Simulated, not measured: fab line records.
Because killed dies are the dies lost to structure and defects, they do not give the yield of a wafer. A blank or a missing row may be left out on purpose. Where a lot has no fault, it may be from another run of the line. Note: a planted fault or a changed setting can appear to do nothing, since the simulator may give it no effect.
Which tool was responsible? || flow n5Finfet || Sampling: 10 lots, 29 wafers, 3 of 1938 route steps

## WHAT THE GAUGES READ, wafer by wafer
N5_BEOL_M4_RS_MEAS_58: measures by four-point-probe.
{"lot": "L146", "measured": "day 8 03:41", "on": "filmMetro-01", "M4_RS (ohm/sq)": "0.66 0.62 0.64"}
{"lot": "L148", "measured": "day 9 18:28", "on": "filmMetro-01", "M4_RS (ohm/sq)": "0.72 0.73 0.63"}
{"lot": "L150", "measured": "day 10 14:38", "on": "filmMetro-01", "M4_RS (ohm/sq)": "0.73 0.68 0.67"}
{"lot": "L154", "measured": "day 10 21:58", "on": "filmMetro-01", "M4_RS (ohm/sq)": "0.64 0.64 0.63"}
{"lot": "L155", "measured": "day 11 00:32", "on": "filmMetro-01", "M4_RS (ohm/sq)": "0.64 0.65"}
{"lot": "L166", "measured": "day 13 21:20", "on": "filmMetro-01", "M4_RS (ohm/sq)": "0.66 0.69 0.74"}
{"lot": "L162", "measured": "day 14 03:08", "on": "filmMetro-01", "M4_RS (ohm/sq)": "0.64 0.73 0.66"}
{"lot": "L167", "measured": "day 14 06:20", "on": "filmMetro-02", "M4_RS (ohm/sq)": "0.65 0.68 0.64"}
{"lot": "L168", "measured": "day 14 12:16", "on": "filmMetro-01", "M4_RS (ohm/sq)": "0.64 0.62 0.63"}
{"lot": "L169", "measured": "day 15 05:33", "on": "filmMetro-01", "M4_RS (ohm/sq)": "0.63 0.68 0.68"}

## EACH LOT AND THE TOOL THAT RAN IT (in order: tool; ch and the chambers of the sampled wafers; start)
{"lot": "L146", "N5_BEOL_M4_CO_CAP_55": "cvdCo-02 ch 0,1, day 8 03:29", "N5_BEOL_M4_DEP_57": "pecvd-01 ch 1,2, day 8 03:36"}
{"lot": "L148", "N5_BEOL_M4_CO_CAP_55": "cvdCo-01 ch 0,2, day 9 18:10", "N5_BEOL_M4_DEP_57": "pecvd-04 ch 0, day 9 18:20"}
{"lot": "L150", "N5_BEOL_M4_CO_CAP_55": "cvdCo-01 ch 0,1,2, day 10 14:27", "N5_BEOL_M4_DEP_57": "pecvd-01 ch 0,1,2, day 10 14:34"}
{"lot": "L154", "N5_BEOL_M4_CO_CAP_55": "cvdCo-01 ch 1,2, day 10 21:46", "N5_BEOL_M4_DEP_57": "pecvd-01 ch 0,1,2, day 10 21:53"}
{"lot": "L155", "N5_BEOL_M4_CO_CAP_55": "cvdCo-02 ch 0,2, day 11 00:21", "N5_BEOL_M4_DEP_57": "pecvd-03 ch 2, day 11 00:28"}
{"lot": "L166", "N5_BEOL_M4_CO_CAP_55": "cvdCo-02 ch 0,1,2, day 13 21:07", "N5_BEOL_M4_DEP_57": "pecvd-04 ch 0,2, day 13 21:15"}
{"lot": "L162", "N5_BEOL_M4_CO_CAP_55": "cvdCo-02 ch 0,1,2, day 14 02:57", "N5_BEOL_M4_DEP_57": "pecvd-03 ch 0,2, day 14 03:04"}
{"lot": "L167", "N5_BEOL_M4_CO_CAP_55": "cvdCo-02 ch 0,2, day 14 06:08", "N5_BEOL_M4_DEP_57": "pecvd-01 ch 0,1,2, day 14 06:16"}
{"lot": "L168", "N5_BEOL_M4_CO_CAP_55": "cvdCo-01 ch 0,1,2, day 14 12:05", "N5_BEOL_M4_DEP_57": "pecvd-01 ch 0,1,2, day 14 12:12"}
{"lot": "L169", "N5_BEOL_M4_CO_CAP_55": "cvdCo-02 ch 0,1,2, day 15 05:22", "N5_BEOL_M4_DEP_57": "pecvd-03 ch 0,1,2, day 15 05:29"}
- N5_BEOL_M4_CO_CAP_55: material Co, precursor CCTBA/H2, target thk 2 nm, time 102.1 s.
- N5_BEOL_M4_DEP_57: deposits SiCN from 3MS/NH3, target thk 8 nm, time 14 s.

## THE ANSWER, worked out from the rows above alone
Rule: what is usual is taken from the lots themselves. Put in order of their means at a reading, lots are off if they are a third of the lots or fewer, leave a main group of 4 or more, and stand apart from it by a gap of 3 or more times the standard deviation of the main group's means; of several such gaps the widest counts. If all means in a main group match to the digits the tables above print for the reading, that group is not used. Also off: a lot with no number at a reading for which 4 or more lots have one. Any other lot the step has rows for is counted as sound.
Nothing can be told from this: no lot is off at any reading shown.

## WHAT THE SIMULATOR PUT IN
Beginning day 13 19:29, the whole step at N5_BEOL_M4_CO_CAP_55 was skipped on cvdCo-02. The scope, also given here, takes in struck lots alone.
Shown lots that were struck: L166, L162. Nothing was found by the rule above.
